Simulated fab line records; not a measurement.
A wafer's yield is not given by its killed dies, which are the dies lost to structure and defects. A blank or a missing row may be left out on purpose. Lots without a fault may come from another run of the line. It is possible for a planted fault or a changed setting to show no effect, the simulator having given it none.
Chamber matching + flow n5Finfet + pecvd-04 running N5_BEOL_M0_SAQP_HM_DEP_111: 3 sister chambers
The step deposits SiO2 from SiH4/N2O, target thk 12 nm, time 7.2 s. 3 wafers are shown with their chamber, then 8 later ones without.

== WAFERS PAIRED WITH THEIR CHAMBERS ==
| wafer  | chamber | showerheadPlenumPTorr (Torr) |
|--------|---------|------------------------------|
| L080.4 | 2       | 8.22                         |
| L083.4 | 0       | 8.35                         |
| L086.1 | 1       | 8.17                         |

== WAFERS WITHOUT THEIR CHAMBER ==
| wafer  | showerheadPlenumPTorr (Torr) |
|--------|------------------------------|
| L086.5 | 8.23                         |
| L086.6 | 8.34                         |
| L090.2 | 8.22                         |
| L090.3 | 8.17                         |
| L090.6 | 8.15                         |
| L094.1 | 8.16                         |
| L094.3 | 8.18                         |
| L094.4 | 8.37                         |

== CHAMBER TAKEN BY EACH ==
| wafer  | from the rows above | in truth |
|--------|---------------------|----------|
| L086.5 | 2                   | 2        |
| L086.6 | 0                   | 0        |
| L090.2 | 2                   | 2        |
| L090.3 | 1                   | 1        |
| L090.6 | 1                   | 1        |
| L094.1 | 1                   | 1        |
| L094.3 | 1                   | 1        |
| L094.4 | 0                   | 0        |
Placed correctly: 8 of 8. Can't be placed from these rows: 0. Wrongly placed: 0.
How it was worked out, from the rows above alone: a wafer's distance from a chamber is the root of the sum, over the readings, of the square of ((its reading less the chamber's mean) divided by the reading's scatter). If the next closest chamber is less than 2 further off than the closest, the wafer can't be placed; otherwise it belongs to the closest. The mean given for a chamber averages the wafers shown for that chamber. The scatter (one wafer shown for each chamber): square how far every hidden wafer sits from the nearest shown wafer, average those squares and take the square root.
